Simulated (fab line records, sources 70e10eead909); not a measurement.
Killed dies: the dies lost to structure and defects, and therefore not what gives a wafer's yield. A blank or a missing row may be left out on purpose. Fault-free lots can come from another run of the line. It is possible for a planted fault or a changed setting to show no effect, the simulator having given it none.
fab line records -- flow nand_harc
[record] lots = 5, wafers = 15, last_day = 33
route steps=1302 shown A_STAIRCASE@772 END@1302
lots untouched by any fault: they come from a run of this same line in which no faults occurred
start_h: the number of hours between the record's first day and the start of the first shown wafer of the lot -- wait_h: time in hours since the lot's previous step -- " same as the row above -- L1.1+2: a single row standing in for several wafers -- - value missing, or start not given -- * or withheld: withheld -- < > ~ a bound
route shown NAME@n: a module of which the file shows steps, and the number in the route of the first -- usual: mean and standard deviation over wafers with no fault -- same: alike in all rows -- chamber/n: place in a boat -- sites: per-site readings -- _std_site: standard deviation of those values -- _edge_site: the outer-site mean with the inner-site mean subtracted -- radius_mm: how far each site lies from the wafer's centre -- mask NAME#n: copy n -- behind: tool/chamber where the wafer was last shaped -- hold: what put the lot on hold/how long, in hours/how the hold closed -- device: names the non-switching transistor (n, p or np) -- end of line: at the end of the route, the tests of the same wafers -- where a step has no rows: the recipe by itself -- killed: dies that structure and defects cost at the first sort, which is not the same as the wafer's yield -- map: shows each die of a wafer: x if killed, . if not, _ if none is there
set.NAME: the setting that was run; set.NAME@STEP: the one run at that earlier step -- model.NAME: the simulator's own value behind a step, which no gauge read
certain route steps with their lots: each step a table, each wafer a row
services: a tool's chamber out of use, with start hour (start_h, from the record's first day; less than 0 if before it), hours out, and reason
[[steps]]
[step NHARC_A_STAIRCASE_HM_DEP_456]
[recipe] target_thk_a = 31000, temp_c = 400, material = aC
[usual] susceptor_temp_C = 399.96/0.24, throttle_valve_pct = 34.998/0.0086
lot.wafer,tool,chamber,start_h,wait_h,susceptor_temp_C,throttle_valve_pct
L359.3,acl_dep-02,0,353.77,-,400.06,34.998
L359.5,acl_dep-02,0,353.77,-,399.90,35.006
L359.6,acl_dep-02,0,353.77,-,399.88,35.007
L365.1,acl_dep-01,0,415.56,-,399.63,34.999
L365.4,acl_dep-01,0,415.56,-,399.58,35.005
L365.6,acl_dep-01,0,415.56,-,399.76,34.997
L375.2,acl_dep-03,0,526.38,-,400.21,34.986
L375.3,acl_dep-03,0,526.38,-,400.03,35.001
L375.5,acl_dep-03,0,526.38,-,399.77,35.002
L380.1,acl_dep-03,0,579.49,-,399.95,35.006
L380.3,acl_dep-03,0,579.49,-,400.13,34.986
L380.6,acl_dep-03,0,579.49,-,400.12,34.999
L382.1,acl_dep-01,0,585.32,-,400.39,35.004
L382.3,acl_dep-01,0,585.32,-,399.97,35.000
L382.5,acl_dep-01,0,585.32,-,400.08,35.004
[step NHARC_A_STAIRCASE_DEP_259]
[recipe] target_thk_a = 300, target_thk_nm = 30, temp_c = 400, pressure_torr = 3.5, flow_sccm = 200, rf_w = 350, material = SiON
[usual] heater_power_w = 699/90, susceptor_temp_C = 400.03/0.23
lot.wafer,tool,chamber,start_h,wait_h,heater_power_w,susceptor_temp_C
L359.3,pecvd-03,1,355.09,1.0,665,400.23
L359.5,pecvd-03,2,355.09,1.0,816,399.70
L359.6,pecvd-03,0,355.09,1.0,786,400.06
L365.1,pecvd-04,0,417.49,1.6,598,400.02
L365.4,pecvd-04,1,417.49,1.6,774,400.32
L365.6,pecvd-04,2,417.49,1.6,703,400.00
L375.2,pecvd-04,2,527.93,1.2,585,400.20
L375.3,pecvd-04,1,527.93,1.2,744,399.52
L375.5,pecvd-04,2,527.93,1.2,588,400.26
L380.3,pecvd-04,2,581.39,1.0,637,400.13
L380.1,pecvd-04,0,581.39,1.0,740,399.77
L380.6,pecvd-04,1,581.39,1.0,673,399.90
L382.3,pecvd-04,1,587.21,1.0,733,400.17
L382.1,pecvd-04,2,587.21,1.0,630,400.13
L382.5,pecvd-04,0,587.21,1.0,740,399.72
[step NHARC_A_STAIRCASE_DEHYDRATE_260]
[recipe] temp_c = 150, time_s = 120
[step NHARC_A_STAIRCASE_HMDS_261]
[recipe] time_s = 30
[step NHARC_A_STAIRCASE_COAT_262]
[recipe] spin_rpm = 1200
[step NHARC_A_STAIRCASE_SOFTBAKE_263]
[recipe] temp_c = 135, time_s = 170
[step NHARC_A_STAIRCASE_EBR_264]
[step NHARC_A_STAIRCASE_EXPOSE_265]
[recipe] na = 0.5, dose_mj = 25.01, mask_id = CHOP_200
[step NHARC_A_STAIRCASE_PEB_266]
[recipe] peb_temp_c = 115, peb_time_s = 130
[step NHARC_A_STAIRCASE_DEVELOP_267]
[recipe] time_s = 140
[step NHARC_A_STAIRCASE_HARDBAKE_269]
[recipe] temp_c = 120, time_s = 140
[step NHARC_A_STAIRCASE_DESCUM_270]
[recipe] time_s = 3, o2_flow_sccm = 200, ar_flow_sccm = 0, bias_power_w = 0, chemistry = O2
[usual] drypump_motor_current_A = 5.6/0.39, o2_flow_sccm = 200.1/0.57, oes_product_au = 1.000/0.0084, rf_vpp_V = 57.7/0.91, showerhead_plenum_p_Torr = 1.92/0.081, throttle_valve_pct = 11.310/0.0091
lot.wafer,tool,chamber,start_h,wait_h,drypump_motor_current_A,o2_flow_sccm,oes_product_au,rf_hours_counter_h,rf_vpp_V,showerhead_plenum_p_Torr,throttle_valve_pct
L359.3,rie_diel-09,0,356.04,-,5.3,200.9,0.994,9,57.2,1.89,11.319
L359.6,rie_diel-09,1,356.04,-,5.4,199.8,1.015,-,57.3,2.00,11.300
L359.5,rie_diel-09,2,356.04,-,5.5,200.6,1.021,-,57.1,1.85,11.305
L365.4,rie_diel-04,0,418.42,-,5.4,200.9,0.995,20,58.3,1.87,11.307
L365.1,rie_diel-04,2,418.42,-,5.4,200.1,0.998,16,58.3,1.94,11.325
L365.6,rie_diel-04,3,418.42,-,6.2,200.9,1.002,-,58.8,2.07,11.304
L375.2,rie_diel-04,1,528.81,-,5.8,200.7,0.994,53,58.4,1.94,11.338
L375.3,rie_diel-04,2,528.81,-,5.4,200.3,0.995,53,57.6,1.93,11.319
L375.5,rie_diel-04,3,528.81,-,6.3,160.0,1.000,-,58.3,1.76,10.151
L380.3,rie_diel-01,2,582.34,-,5.5,199.9,0.995,6,58.3,1.94,11.311
L380.1,rie_diel-01,1,582.34,-,5.2,200.0,1.002,6,56.7,1.77,11.306
L380.6,rie_diel-01,2,582.34,-,5.5,200.3,0.993,-,57.7,1.94,11.309
L382.1,rie_diel-09,0,588.18,-,5.2,200.4,1.012,31,57.8,1.86,11.297
L382.3,rie_diel-09,3,588.18,-,5.3,200.3,1.003,31,57.4,1.97,11.304
L382.5,rie_diel-09,0,588.18,-,5.2,200.2,1.006,-,57.1,1.86,11.307
[step NHARC_A_STAIRCASE_ETCH_271]
[recipe] cf4_flow_sccm = 100, chf3_flow_sccm = 30, ar_flow_sccm = 0, rf_w = 500, bias_w = 200, chemistry = CF4/CHF3
[usual] bias_w = 200.0/0.59, drypump_motor_current_A = 5.6/0.4, oes_product_au = 0.950/0.021, rf_vpp_V = 370.8/2.2, showerhead_plenum_p_Torr = 1.58/0.065, throttle_valve_pct = 16.804/0.009
lot.wafer,tool,chamber,start_h,wait_h,bias_w,drypump_motor_current_A,oes_product_au,rf_hours_counter_h,rf_vpp_V,showerhead_plenum_p_Torr,throttle_valve_pct
L359.3,rie_diel-09,2,356.12,0.1,200.3,5.5,0.937,9,367.6,1.52,16.801
L359.5,rie_diel-09,0,356.12,0.1,200.2,5.2,0.923,-,370.2,1.55,16.792
L359.6,rie_diel-09,1,356.12,0.1,199.5,5.4,0.941,-,372.8,1.64,16.813
L365.4,rie_diel-04,3,418.50,0.1,199.2,6.3,0.935,20,375.1,1.69,16.800
L365.1,rie_diel-04,0,418.50,0.1,200.1,5.4,0.925,20,369.9,1.54,16.812
L365.6,rie_diel-04,3,418.50,0.1,199.8,6.3,0.928,-,374.8,1.69,16.802
L375.2,rie_diel-04,2,528.90,0.1,200.0,5.5,0.947,53,370.8,1.59,16.792
L375.3,rie_diel-04,0,528.90,0.1,199.5,5.4,0.944,56,369.1,1.53,16.799
L375.5,rie_diel-04,2,528.90,0.1,200.0,5.3,0.964,-,371.9,1.59,16.787
L380.3,rie_diel-01,0,582.44,0.1,199.4,5.8,0.987,7,374.8,1.70,16.810
L380.1,rie_diel-01,1,582.44,0.1,199.9,5.2,0.984,6,367.0,1.47,16.819
L380.6,rie_diel-01,3,582.44,0.1,199.8,6.6,0.964,-,368.0,1.48,16.793
L382.3,rie_diel-09,0,588.28,0.1,199.9,5.2,0.962,31,367.7,1.53,16.801
L382.1,rie_diel-09,1,588.28,0.1,200.6,5.4,0.958,28,371.7,1.62,16.803
L382.5,rie_diel-09,0,588.28,0.1,199.9,5.2,0.974,-,369.6,1.53,16.799
[step NHARC_END_SORT_01]
[recipe] temp_c = 25
[usual] killed_at_array = 56/20, killed_at_other = 1/1.3, killed_at_periphery = 3.5/2.7, killed_dies = 60/20, killed_open = 3.3/1.6, killed_short = 2.4/1.5
[same] gross_dies = 677
lot.wafer,tool,chamber,start_h,wait_h,killed_at_array,killed_at_other,killed_at_periphery,killed_dies,killed_open,killed_short
L359.3,prober-02,0,535.51,3.1,45,0,10,55,5,3
L359.5,prober-02,0,537.09,3.7,59,2,5,66,4,3
L359.6,prober-02,0,537.88,3.9,41,1,2,44,5,2
L365.1,prober-01,0,618.88,2.4,63,0,6,69,5,3
L365.4,prober-01,0,621.25,3.4,51,2,4,57,3,1
L365.6,prober-01,0,622.83,4.0,51,0,2,53,5,1
// killed by level:class
L359.3 A_CHANNEL_HOLE_D2:chamber_film_flake=21 A_CONTACT:chamber_film_flake=7 A_SLIT:chamber_film_flake=5 P_GATE:chamber_film_flake=4 A_STAIRCASE:chamber_film_flake=3 P_M1:geometric_particle:open=2 A_ONON_D2:geometric_particle:open=2 A_CHANNEL_FILL_D2:chamber_film_flake=2
L359.5 A_CHANNEL_HOLE_D2:chamber_film_flake=38 A_CONTACT:chamber_film_flake=5 A_SLIT:chamber_film_flake=4 P_GATE:chamber_film_flake=3 A_SGD_CUT:chamber_film_flake=3 A_SGD_CUT:geometric_particle:short=2 HYBRID_BOND:chamber_film_flake=2 A_CHANNEL_FILL_D2:chamber_film_flake=2
L359.6 A_CHANNEL_HOLE_D2:chamber_film_flake=12 A_CONTACT:chamber_film_flake=11 A_SLIT:chamber_film_flake=5 A_STAIRCASE:chamber_film_flake=4 A_DECK1_JOINT:chamber_film_flake=2 P_STI:geometric_particle:open=1 P_M0:geometric_particle:short=1 A_ONON_D2:geometric_particle:open=1
L365.1 A_SLIT:chamber_film_flake=24 A_CHANNEL_HOLE_D2:chamber_film_flake=14 A_CONTACT:chamber_film_flake=8 A_CHANNEL_HOLE_D1:chamber_film_flake=5 P_CONTACT:geometric_particle:open=2 A_ZERO_WELL:chamber_film_flake=2 A_M1:chamber_film_flake=2 A_ONON_D1:geometric_particle:short=1
L365.4 A_SLIT:chamber_film_flake=19 A_CONTACT:chamber_film_flake=12 A_CHANNEL_HOLE_D2:chamber_film_flake=9 A_M1:chamber_film_flake=6 A_CHANNEL_HOLE_D1:chamber_film_flake=3 P_M0:geometric_particle:open=1 A_SOURCE_PLATE:geometric_particle:short=1 A_CHANNEL_FILL_D2:geometric_particle:open=1
L365.6 A_SLIT:chamber_film_flake=27 A_CHANNEL_HOLE_D2:chamber_film_flake=8 A_CONTACT:chamber_film_flake=5 A_ONON_D1:geometric_particle:open=2 A_ZERO_WELL:chamber_film_flake=2 A_M1:chamber_film_flake=2 A_CHANNEL_FILL_D1:geometric_particle:short=1 A_ONON_D2:geometric_particle:open=1
[[services]]
tool,chamber,start_h,hours,kind
rie_diel-01,1,342.60,41.4,repair
rie_diel-04,2,346.80,3.1,repair
rie_diel-01,3,355.41,3.9,repair
rie_diel-04,-,355.73,9.0,pm
pecvd-03,-,355.96,1.5,repair
acl_dep-01,-,372.94,13.0,pm
rie_diel-01,-,380.94,9.0,pm
rie_diel-09,0,389.58,2.6,repair
rie_diel-09,2,405.13,8.3,repair
rie_diel-04,2,405.71,3.7,repair
rie_diel-04,1,426.06,9.2,repair
rie_diel-04,1,445.58,4.4,repair
pecvd-04,-,450.20,13.0,pm
rie_diel-04,0,460.20,10.4,repair
acl_dep-03,-,481.17,13.0,pm
rie_diel-09,-,497.23,9.0,pm
rie_diel-09,1,509.63,3.2,repair
pecvd-04,-,528.77,0.5,repair
rie_diel-04,-,532.73,9.0,pm
acl_dep-01,-,554.18,13.0,pm
rie_diel-01,-,558.05,9.0,pm
rie_diel-04,2,567.01,34.5,repair
rie_diel-09,-,568.36,2.1,repair
pecvd-04,-,570.54,0.8,repair
[[key]]
[first_sign] step = NHARC_A_STAIRCASE_DESCUM_270, reading = throttle_valve_pct, direction = down, sigmas = 99+, usual = 11.310, struck = 10.151
[effect] step = NHARC_A_STAIRCASE_DESCUM_270, reading = o2_flow_sccm, direction = down, sigmas = 70, usual = *, struck = *
met_at NHARC_A_STAIRCASE_DESCUM_270
struck_wafers L375.5
tester_left_out L375
onset_between 418.42 528.81
[fault] kind = process_parameter_drift, tool = rie_diel-04, chamber = 3, onset_h = 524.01, steps = NHARC_A_STAIRCASE_DESCUM_270, channel = o2_flow_sccm, offset = *, shape = step, end_h = 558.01, acts_in = *, stated = *
// tester_left_out: of these lots the tester's yield and bins aren't shown, on N5 and GAA mostly nor the transistor test; their killed dies are dies lost to structure and defects alone, not to doping, threshold or leakage, so they don't give the yield
